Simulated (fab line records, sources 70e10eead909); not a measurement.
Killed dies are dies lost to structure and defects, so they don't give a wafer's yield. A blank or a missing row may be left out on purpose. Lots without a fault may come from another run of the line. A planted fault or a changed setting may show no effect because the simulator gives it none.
A struck lot beside a sound one | flow nand_harc | 26 steps out of a route of 1159
Sound: wafers L843.1, L843.5, L843.6. Struck: wafers L853.2, L853.4, L853.5. The cause comes at the end.
At each step with rows: each side's tool, then ch and its chambers, then its first start. Under that, the readings that differ: sound wafers | struck wafers | difference of the means | sigmas: that difference in standard deviations of wafers without a fault.
alike: readings whose means differ by less than 2 such deviations, and words and numbers that are the same on both sides. not compared: withheld readings, readings that some wafer has no value for, bounds like >300 that may hide the same value, and numbers for which the record gives no deviation and whose values overlap.
The two part at a step that has a row with sigmas, a row that says differs or no value, or rows on one side only. Numbers that don't overlap but have no deviation are shown without sigmas and don't part them. A reading that every wafer of one side lacks parts them only if that side has two wafers or more.

first, 5 steps without rows for these wafers: NHARC_P_GATE_STRIP_15 (strips in SPM, time 780 s); NHARC_P_GATE_PRECLEAN_71 (cleans in SC1); NHARC_P_GATE_SRD_72; NHARC_P_GATE_OXIDE_16 (material SiO2, target thk 3 nm, ox time 392 s); NHARC_P_GATE_CVD_17 (deposits poly-Si, target thk 150 nm, time 900 s).
NHARC_P_GATE_HM_DEP_102: deposits aC, target thk 120 nm.
  sound on acl_dep-03 ch 0, day 5 14:41; struck on acl_dep-01 ch 0, day 8 19:32
  alike: throttle_valve_pct
NHARC_P_GATE_DEP_103: deposits SiON, target thk 30 nm.
  sound on pecvd-02 ch 0,1,2, day 5 15:28; struck on pecvd-03 ch 0,1,2, day 8 20:08
  alike: heater_power_w
then, 5 steps without rows for these wafers: NHARC_P_GATE_DEHYDRATE_18 (time 120 s); NHARC_P_GATE_HMDS_19 (time 30 s); NHARC_P_GATE_COAT_20 (resist thk 90 nm); NHARC_P_GATE_SOFTBAKE_21 (time 55 s); NHARC_P_GATE_EBR_22.
NHARC_P_GATE_EXPOSE_23: exposes mask P GATE, target cd 120 nm.
  sound on arfi_scanner-03 ch 0, day 5 16:02; struck on arfi_scanner-03 ch 0, day 8 20:31
  alike: mask
then, 2 steps without rows for these wafers: NHARC_P_GATE_PEB_24 (peb time 65 s); NHARC_P_GATE_DEVELOP_25 (develop time 35 s).
NHARC_P_GATE_CD_MEAS_26: target cd 120 nm.
  sound on cd_sem-02 ch 0, day 5 16:10; struck on cd_sem-02 ch 0, day 8 20:39
  reading    | sound             | struck            | difference | sigmas
  cd_nm (nm) | 120.0 120.0 120.2 | 114.1 112.9 110.7 | -7.5       | -10
NHARC_P_GATE_OVL_MEAS_27:
  sound on overlay-01, day 5 16:16; struck on overlay-01, day 8 20:44
  reading           | sound          | struck      | difference | sigmas
  overlay_x_nm (nm) | -0.8 -0.9 -0.4 | 1.8 1.3 1.7 | +2.3       | +3
  alike: overlay_y_nm
NHARC_P_GATE_INSPECT_28:
  sound on defect_inspect-01, day 5 16:19; struck on defect_inspect-01, day 8 20:47
  alike: raw_defect_count
NHARC_P_GATE_DESCUM_31: chemistry O2, time 3 s.
  sound on rie_diel-10 ch 0,1,3, day 5 16:26; struck on rie_diel-09 ch 0,1,2, day 8 20:50
  reading                 | sound             | struck            | difference | sigmas
  model.P_GATE.cd_nm (nm) | 120.4 120.1 119.8 | 114.4 113.1 109.7 | -7.7       |
  alike: drypump_motor_current_A, oes_product_au, rf_vpp_V, showerhead_plenum_p_Torr, throttle_valve_pct
  not compared: rf_hours_counter_h
then, 1 step without rows for these wafers: NHARC_P_GATE_ETCH_104 (etches the open film in CF4/CHF3, target depth 60 nm).
NHARC_P_GATE_HM_OPEN_105: chemistry O2/COS, target depth 360 nm.
  sound on rie_diel-10 ch 0,2,3; struck on rie_diel-09 ch 0,1
  alike: bias_w, drypump_motor_current_A, oes_product_au, rf_vpp_V, showerhead_plenum_p_Torr, throttle_valve_pct
  not compared: rf_hours_counter_h
then, 1 step without rows for these wafers: NHARC_P_GATE_STRIP_106 (strips in O2/COS).
NHARC_P_GATE_ETCH_114: etches the open film in CF4/O2, target depth 30 nm, overetch 3 nm, time 16.5 s.
  sound on rie_diel-10 ch 0,1,2; struck on rie_diel-09 ch 1,3
  alike: bias_w, cf4_flow_sccm, drypump_motor_current_A, oes_ar_750_au, oes_product_au, rf_vpp_V, showerhead_plenum_p_Torr, throttle_valve_pct
  not compared: rf_hours_counter_h
NHARC_P_GATE_ETCH_32: etches the open film in HBr/Cl2, target depth 150 nm, time 100.1 s.
  sound on rie_si-06 ch 0,1,2, day 5 17:03; struck on rie_si-03 ch 1,2, day 8 21:20
  alike: bias_w, drypump_motor_current_A, oes_product_au, throttle_valve_pct
  not compared: rf_hours_counter_h, model.P_GATE.cd_nm
NHARC_P_GATE_STRIP_108: strips in O2.
  sound on rie_diel-10 ch 1,2, day 5 17:11; struck on rie_diel-07 ch 1,3, day 8 21:31
  alike: drypump_motor_current_A, oes_product_au, rf_vpp_V, showerhead_plenum_p_Torr, throttle_valve_pct
  not compared: rf_hours_counter_h
then, 1 step without rows for these wafers: NHARC_END_SORT_01.

WHERE THEY PART
First at NHARC_P_GATE_CD_MEAS_26; last, within this record, at NHARC_P_GATE_OVL_MEAS_27. Later steps at which nothing parts them and some readings are alike: NHARC_P_GATE_INSPECT_28, NHARC_P_GATE_DESCUM_31, NHARC_P_GATE_HM_OPEN_105, NHARC_P_GATE_ETCH_114, NHARC_P_GATE_ETCH_32, NHARC_P_GATE_STRIP_108.

WHY: what the simulator had put in
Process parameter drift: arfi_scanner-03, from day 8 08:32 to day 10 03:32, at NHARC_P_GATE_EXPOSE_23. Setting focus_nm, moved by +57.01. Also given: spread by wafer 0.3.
